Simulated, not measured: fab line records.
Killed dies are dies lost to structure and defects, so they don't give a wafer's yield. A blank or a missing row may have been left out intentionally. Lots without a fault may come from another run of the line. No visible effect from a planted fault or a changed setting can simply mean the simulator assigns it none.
Matching of chambers :: flow n5 finfet :: N5_FIN_SAQP_HM_DEP_72 on pecvd-02 has 3 sister chambers
The step deposits SiO2 from SiH4/N2O, target thk 12 nm, time 7.2 s. 18 wafers are shown with their chamber, then 9 later ones without.

EACH WAFER AND ITS CHAMBER
wafer: L074.1
chamber: 0
showerhead plenum p Torr (Torr): 8.04
heater power w (W): 719

wafer: L074.4
chamber: 0
showerhead plenum p Torr (Torr): 8.04
heater power w (W): 749

wafer: L074.5
chamber: 1
showerhead plenum p Torr (Torr): 8.14
heater power w (W): 769

wafer: L075.3
chamber: 2
showerhead plenum p Torr (Torr): 7.99
heater power w (W): 704

wafer: L075.4
chamber: 2
showerhead plenum p Torr (Torr): 7.97
heater power w (W): 707

wafer: L075.6
chamber: 1
showerhead plenum p Torr (Torr): 8.14
heater power w (W): 716

wafer: L077.2
chamber: 1
showerhead plenum p Torr (Torr): 8.13
heater power w (W): 741

wafer: L077.3
chamber: 2
showerhead plenum p Torr (Torr): 7.97
heater power w (W): 652

wafer: L077.5
chamber: 1
showerhead plenum p Torr (Torr): 8.14
heater power w (W): 753

wafer: L079.1
chamber: 2
showerhead plenum p Torr (Torr): 7.99
heater power w (W): 672

wafer: L079.2
chamber: 1
showerhead plenum p Torr (Torr): 8.14
heater power w (W): 779

wafer: L079.5
chamber: 1
showerhead plenum p Torr (Torr): 8.13
heater power w (W): 778

wafer: L081.2
chamber: 2
showerhead plenum p Torr (Torr): 7.97
heater power w (W): 647

wafer: L081.5
chamber: 1
showerhead plenum p Torr (Torr): 8.15
heater power w (W): 769

wafer: L081.6
chamber: 2
showerhead plenum p Torr (Torr): 7.98
heater power w (W): 646

wafer: L085.4
chamber: 0
showerhead plenum p Torr (Torr): 8.03
heater power w (W): 771

wafer: L085.5
chamber: 2
showerhead plenum p Torr (Torr): 7.99
heater power w (W): 624

wafer: L085.6
chamber: 1
showerhead plenum p Torr (Torr): 8.12
heater power w (W): 780

SIGNATURES (averages over the wafers above)
reading: showerhead plenum p Torr
chamber 0: 8.0367
chamber 1: 8.1363
chamber 2: 7.9800
scatter within a chamber: 0.00914

reading: heater power w
chamber 0: 746.33
chamber 1: 760.62
chamber 2: 664.57
scatter within a chamber: 26.9
Rule: a wafer lies at a distance from a chamber equal to the root of the sum of squares, over the readings, of (its reading less the chamber's mean, divided by the reading's scatter). The wafer belongs to the nearest chamber; if the next one is less than 2 further off, it can't be placed. The scatter: take each reading less its chamber's mean, square it, sum over the shown wafers, divide by the number of wafers less the number of chambers, and take the root.

WAFERS WITHOUT THEIR CHAMBER
wafer: L087.2
showerhead plenum p Torr (Torr): 8.13
heater power w (W): 804

wafer: L087.3
showerhead plenum p Torr (Torr): 8.04
heater power w (W): 810

wafer: L087.6
showerhead plenum p Torr (Torr): 7.97
heater power w (W): 729

wafer: L091.2
showerhead plenum p Torr (Torr): 8.04
heater power w (W): 812

wafer: L091.4
showerhead plenum p Torr (Torr): 8.05
heater power w (W): 807

wafer: L091.5
showerhead plenum p Torr (Torr): 7.96
heater power w (W): 678

wafer: L096.1
showerhead plenum p Torr (Torr): 7.99
heater power w (W): 627

wafer: L096.2
showerhead plenum p Torr (Torr): 8.12
heater power w (W): 734

wafer: L096.5
showerhead plenum p Torr (Torr): 8.04
heater power w (W): 709

EACH ONE'S CHAMBER
wafer: L087.2
from the rows above: 1
in truth: 1

wafer: L087.3
from the rows above: 0
in truth: 0

wafer: L087.6
from the rows above: 2
in truth: 2

wafer: L091.2
from the rows above: 0
in truth: 0

wafer: L091.4
from the rows above: 0
in truth: 0

wafer: L091.5
from the rows above: 2
in truth: 2

wafer: L096.1
from the rows above: 2
in truth: 2

wafer: L096.2
from the rows above: 1
in truth: 1

wafer: L096.5
from the rows above: 0
in truth: 0
Correct placement for 9 of the 9. Number that these rows cannot place: 0. Wrongly placed: 0.
